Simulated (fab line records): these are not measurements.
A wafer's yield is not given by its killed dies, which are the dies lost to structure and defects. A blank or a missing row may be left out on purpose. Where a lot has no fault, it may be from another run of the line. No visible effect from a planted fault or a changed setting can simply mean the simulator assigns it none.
Chamber matching | flow nandHarc | NHARC_A_M1_CMP_23 on cmp-03 has 4 sister chambers
The step polishes, t overpolish 20 s, target thk 154.34 nm. 4 wafers are shown with their chamber, then 6 later ones without.

== WAFERS WITH THEIR CHAMBER ==
wafer  | chamber | motorCurrentA (A)
L820.4 | 1       | 11.6
L820.5 | 3       | 10.7
L824.2 | 2       | 11.2
L824.5 | 0       | 14.6

== WAFERS MISSING THEIR CHAMBER ==
wafer  | motorCurrentA (A)
L824.6 | 10.1
L830.2 | 10.8
L830.5 | 10.5
L832.1 | 11.1
L832.2 | 14.0
L832.5 | 10.8

== EACH ONE'S CHAMBER ==
wafer  | from the rows above          | in truth
L824.6 | can't be placed: 3 or 2      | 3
L830.2 | can't be placed: 3 or 2 or 1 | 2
L830.5 | can't be placed: 3 or 2      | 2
L832.1 | can't be placed: 2 or 3 or 1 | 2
L832.2 | 0                            | 0
L832.5 | can't be placed: 3 or 2 or 1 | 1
1 of 6 placed correctly. Can't be placed from these rows: 5 (the true chamber is among the candidates in 5). 0 placed wrongly.
How it was worked out, from the rows above alone: a wafer's distance from a chamber is the root of the sum, over the readings, of the square of ((its reading less the chamber's mean) divided by the reading's scatter). The wafer belongs to the nearest chamber; if the next one is less than 2 further off, it can't be placed. A chamber's mean is the mean of its shown wafers. The scatter: root of mean squared gap, hidden wafer to nearest shown wafer, with one shown wafer a chamber.
